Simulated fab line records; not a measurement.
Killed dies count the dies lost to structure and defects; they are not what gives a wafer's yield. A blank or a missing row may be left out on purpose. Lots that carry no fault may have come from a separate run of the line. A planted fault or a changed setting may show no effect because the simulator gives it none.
Matching of chambers	flow nand-harc	NHARC_A_M1_STRIP_18 on rie-diel-02: 4 sister chambers
The step strips in N2/H2. 8 wafers are shown with their chamber, then 10 later ones without.

## WAFERS WITH THEIR CHAMBER
wafer	chamber	drypump-motor-current-A (A)	oes-product-au (a.u.)
L077.1	0	5.2	1.030
L078.3	1	6.1	1.007
L079.3	3	5.4	1.001
L079.6	1	6.1	1.010
L081.4	0	5.1	1.021
L081.5	2	6.0	1.015
L083.2	3	5.4	1.003
L083.3	2	6.0	1.025

## WAFERS WITHOUT THEIR CHAMBER
wafer	drypump-motor-current-A (A)	oes-product-au (a.u.)
L083.4	5.2	1.012
L083.1	6.1	1.007
L083.5	6.0	1.021
L083.6	5.4	0.978
L080.2	5.2	1.031
L080.3	5.4	0.997
L080.4	6.1	1.009
L095.1	6.0	1.025
L095.2	5.2	1.022
L095.4	6.1	1.013

## EACH ONE'S CHAMBER
wafer	from the rows above	in truth
L083.4	0	0
L083.1	1	1
L083.5	2	2
L083.6	3	3
L080.2	0	0
L080.3	3	3
L080.4	1	1
L095.1	2	2
L095.2	0	0
L095.4	1	1
Correct placement for 10 of the 10. From these rows, 0 cannot be placed. Placed wrongly: 0.
How it was worked out, from the rows above alone: a wafer's distance from a chamber is the root of the sum, over the readings, of the square of ((its reading less the chamber's mean) divided by the reading's scatter). The wafer belongs to the nearest chamber; if the next one is less than 2 further off, it can't be placed. For every chamber, the mean is computed from those of its wafers that are shown. The scatter is the square root of a quotient: the sum, over the shown wafers, of each reading's squared deviation from its chamber's mean, divided by wafers minus chambers.
